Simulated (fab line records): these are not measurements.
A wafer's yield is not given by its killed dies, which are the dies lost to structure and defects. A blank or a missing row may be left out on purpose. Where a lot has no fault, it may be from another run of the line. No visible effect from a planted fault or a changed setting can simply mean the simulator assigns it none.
Matching of chambers :: flow nand_harc :: 3 sister chambers for NHARC_A_M1_DEP_33 on pecvd-04
The step deposits SiCN, target thk 30 nm. 3 wafers are shown with their chamber, then 7 later ones without.

== WAFERS PAIRED WITH THEIR CHAMBERS ==
wafer: L810.6
chamber: 0
heater_power_w (W): 531

wafer: L817.3
chamber: 2
heater_power_w (W): 513

wafer: L817.4
chamber: 1
heater_power_w (W): 575

== WAFERS WHOSE CHAMBER IS MISSING ==
wafer: L817.6
heater_power_w (W): 520

wafer: L818.1
heater_power_w (W): 541

wafer: L818.3
heater_power_w (W): 459

wafer: L818.4
heater_power_w (W): 460

wafer: L822.1
heater_power_w (W): 517

wafer: L822.3
heater_power_w (W): 505

wafer: L822.6
heater_power_w (W): 502

== THE CHAMBER EACH PASSED THROUGH ==
wafer: L817.6
from the rows above: can't be placed: 2 or 0 or 1
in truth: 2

wafer: L818.1
from the rows above: can't be placed: 0 or 2 or 1
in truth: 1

wafer: L818.3
from the rows above: can't be placed: 2 or 0
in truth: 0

wafer: L818.4
from the rows above: can't be placed: 2 or 0
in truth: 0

wafer: L822.1
from the rows above: can't be placed: 2 or 0 or 1
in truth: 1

wafer: L822.3
from the rows above: can't be placed: 2 or 0
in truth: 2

wafer: L822.6
from the rows above: can't be placed: 2 or 0
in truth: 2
Correctly placed: 0 of 7. Unplaceable from these rows: 7, with the true chamber sitting among the candidates in 7. Wrongly placed: 0.
How it was worked out, from the rows above alone: a wafer's distance from a chamber is the root of the sum, over the readings, of the square of ((its reading less the chamber's mean) divided by the reading's scatter). If the next closest chamber is less than 2 further off than the closest, the wafer can't be placed; otherwise it belongs to the closest. The mean given for a chamber averages the wafers shown for that chamber. The scatter: root of mean squared gap, hidden wafer to nearest shown wafer, with one shown wafer a chamber.
